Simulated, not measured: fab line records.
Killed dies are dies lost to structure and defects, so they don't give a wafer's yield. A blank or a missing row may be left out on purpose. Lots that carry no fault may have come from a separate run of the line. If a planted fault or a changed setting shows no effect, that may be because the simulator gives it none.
Chamber matching ; flow n5 finfet ; N5_MOL_CONTACT_COAG_DESCUM_45 on rie diel-04 has 4 sister chambers
The step chemistry O2, time 7 s. 20 wafers are shown with their chamber, then 10 later ones without.

WAFERS PAIRED WITH THEIR CHAMBERS
wafer;chamber;drypump motor current A (A);showerhead plenum p Torr (Torr);throttle valve pct (%)
L075.2;1;5.3;2.16;20.30
L075.4;2;6.3;2.09;20.42
L075.6;1;5.3;2.16;20.30
L076.1;1;5.3;2.16;20.32
L076.4;0;6.0;2.07;20.26
L076.6;3;5.3;2.16;20.50
L078.1;2;6.2;2.09;20.43
L078.3;3;5.3;2.16;20.50
L078.4;1;5.3;2.15;20.31
L087.1;3;5.4;2.15;20.53
L087.2;2;6.2;2.09;20.46
L087.3;1;5.3;2.15;20.33
L087.4;0;6.0;2.06;20.30
L087.5;3;5.4;2.15;20.52
L087.6;2;6.2;2.09;20.44
L088.3;0;6.0;2.06;20.31
L088.5;3;5.3;2.15;20.52
L088.6;0;6.0;2.06;20.30
L090.2;2;6.3;2.08;20.46
L090.4;3;5.3;2.15;20.54

SIGNATURES (means of the wafers above)
reading;chamber 0;chamber 1;chamber 2;chamber 3;scatter within a chamber
drypump motor current A;6.000;5.300;6.240;5.333;0.0398
showerhead plenum p Torr;2.0625;2.1560;2.0880;2.1533;0.00505
throttle valve pct;20.2925;20.3120;20.4420;20.5183;0.0172
Rule: a wafer lies at a distance from a chamber equal to the root of the sum of squares, over the readings, of (its reading less the chamber's mean, divided by the reading's scatter). The wafer belongs to the nearest chamber; if the next one is less than 2 further off, it can't be placed. The scatter: the root of (the sum of the squares of (reading less its chamber's mean) over the shown wafers, divided by (wafers less chambers)).

WAFERS WITH NO CHAMBER GIVEN
wafer;drypump motor current A (A);showerhead plenum p Torr (Torr);throttle valve pct (%)
L090.5;5.3;2.15;20.35
L091.1;5.3;2.15;20.36
L091.3;6.0;2.06;20.31
L091.4;6.3;2.08;20.46
L092.2;5.4;2.15;20.55
L092.3;5.3;2.15;20.35
L092.4;6.2;2.08;20.47
L095.1;5.4;2.14;20.36
L095.4;5.4;2.14;20.38
L095.6;6.2;2.08;20.45

CHAMBER TAKEN BY EACH
wafer;from the rows above;in truth
L090.5;1;1
L091.1;1;1
L091.3;0;0
L091.4;2;2
L092.2;3;3
L092.3;1;1
L092.4;2;2
L095.1;1;1
L095.4;1;1
L095.6;2;2
Correctly placed: 10 of 10. From these rows, 0 cannot be placed. Wrongly placed: 0.
